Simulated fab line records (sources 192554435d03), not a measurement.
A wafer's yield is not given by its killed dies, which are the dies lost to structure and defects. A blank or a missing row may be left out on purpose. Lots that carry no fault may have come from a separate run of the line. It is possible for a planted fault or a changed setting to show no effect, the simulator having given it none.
Matching of chambers -- flow n5 finfet -- pecvd-01 running N5_BEOL_M6_PECVD_70: 3 sister chambers
The step deposits SiO2 from TEOS/O2, target thk 20 nm, time 22.7 s. 6 wafers are shown with their chamber, then 10 later ones without.

## EACH WAFER AND ITS CHAMBER
wafer,chamber,throttle valve pct (%),showerhead plenum p Torr (Torr)
L084.1,1,22.1,8.66
L085.2,0,23.3,8.75
L085.3,2,22.4,8.70
L085.6,1,21.9,8.66
L087.2,2,22.8,8.71
L087.3,0,23.6,8.74

## WAFERS WITH NO CHAMBER GIVEN
wafer,throttle valve pct (%),showerhead plenum p Torr (Torr)
L087.5,21.7,8.67
L092.1,23.8,8.75
L092.2,21.8,8.64
L092.5,23.8,8.76
L091.1,21.8,8.66
L091.4,21.9,8.63
L091.6,23.7,8.74
L094.1,22.6,8.70
L094.4,21.9,8.65
L094.5,22.8,8.72

## WHICH CHAMBER EACH WENT THROUGH
wafer,from the rows above,in truth
L087.5,1,1
L092.1,0,0
L092.2,1,1
L092.5,0,0
L091.1,1,1
L091.4,1,1
L091.6,0,0
L094.1,2,2
L094.4,1,1
L094.5,2,2
Correct placement for 10 of the 10. Number that these rows cannot place: 0. Placed wrongly: 0.
How it was worked out, from the rows above alone: a wafer's distance from a chamber is the root of the sum, over the readings, of the square of ((its reading less the chamber's mean) divided by the reading's scatter). If the next closest chamber is less than 2 further off than the closest, the wafer can't be placed; otherwise it belongs to the closest. The mean given for a chamber averages the wafers shown for that chamber. The scatter: take each reading less its chamber's mean, square it, sum over the shown wafers, divide by the number of wafers less the number of chambers, and take the root.
